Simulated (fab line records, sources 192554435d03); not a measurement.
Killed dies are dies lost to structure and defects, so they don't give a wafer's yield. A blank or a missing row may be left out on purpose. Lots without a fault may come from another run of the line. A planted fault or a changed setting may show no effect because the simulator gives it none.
Problem report in the 8D (eight disciplines) form, filled by code | flow n5_finfet | the parts of the form that need people (team, actions taken, sign-off) are left out

1. THE PROBLEM
barrier_field_endpoint_s at N5_BEOL_M13_CMP_49 reads a mean of 36.2 s on 6 wafers of 2 lots; wafers without a fault read 30.5 s with a standard deviation of 0.77. That is +7.4 standard deviations from the usual mean.
The step: polishes, stops on SiOC, t overpolish 17.1 s, target thk 420 nm.
First seen on wafer L258.1, day 13 23:51, on cmp-04. The record holds 35 wafers of 12 lots with a number at this step. Rule for "out", or "out of limits": more than 4 standard deviations from the usual mean. The other wafers with a number count as sound.

2. WHAT IT IS AND WHAT IT IS NOT
question                    | is                       | is not
which readings at this step | barrier_field_endpoint_s | motor_current_A
which lots                  | L258, L259               | L249, L250, L251, L252, L255, L263, L267, L269, L270, L271
which wafers of those lots  | all that have a number   | -
read on which tools         | cmp-04                   | cmp-02, cmp-03
when                        | from day 13 23:51        | up to then (15 sound wafers); but 14 sound wafers of L263, L267, L269, L270, L271 came after

3. SUSPECTS, AND WHAT RULES EACH OUT
Counting: a tool at a process step up to the reading stays a suspect if it ran every lot that is out and no sound lot after the first of them.
- pvd_sputter-02 at N5_BEOL_M13_SPUTTER_43 (material TaN, target thk 15 nm, time 24.19 s): ruled out as a lasting fault. Sound lots L270 ran on it after its first lot that is out, L258 (day 13 22:54).
- cmp-04 at N5_BEOL_M13_CMP_49 (polishes, stops on SiOC, t overpolish 17.1 s, target thk 420 nm): ruled out as a lasting fault. Sound lots L267 ran on it after its first lot that is out, L258 (day 13 23:51).
Left after counting: nothing in the record.

4. THE CAUSE (what the simulator had put in)
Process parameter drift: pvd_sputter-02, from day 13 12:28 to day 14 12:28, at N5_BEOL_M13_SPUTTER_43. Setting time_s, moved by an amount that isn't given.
Counting ruled it out, wrongly: the rule takes a fault to strike every lot that its tool runs from its start on, and this one did not.

5. THE CHAIN OF EFFECTS, in route order
Each row: a reading whose mean over the struck wafers that have a number lies more than 3 standard deviations from the usual. Only readings for which the record gives a usual standard deviation are gone through. hours: the time from each lot's start at the first step in this table that gives one to its start at this step, as a median over the lots. sigmas: the change in usual standard deviations.
hours | step               | reading                  | usual  | on struck wafers | change | sigmas
0     | N5_BEOL_M13_CMP_49 | barrier_field_endpoint_s | 30.5 s | 36.2             | +5.7   | +7.4
The process steps in it:
- N5_BEOL_M13_CMP_49: polishes, stops on SiOC, t overpolish 17.1 s, target thk 420 nm.

6. WHAT WOULD HAVE CAUGHT IT SOONER
In this record the first reading out of limits was taken at day 13 23:51, 11 hours after the fault began at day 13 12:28.
Of the tool readings at N5_BEOL_M13_SPUTTER_43 for which the record gives a usual standard deviation, none was out on any struck wafer, so an alarm limit of 4 standard deviations on them would not have fired.
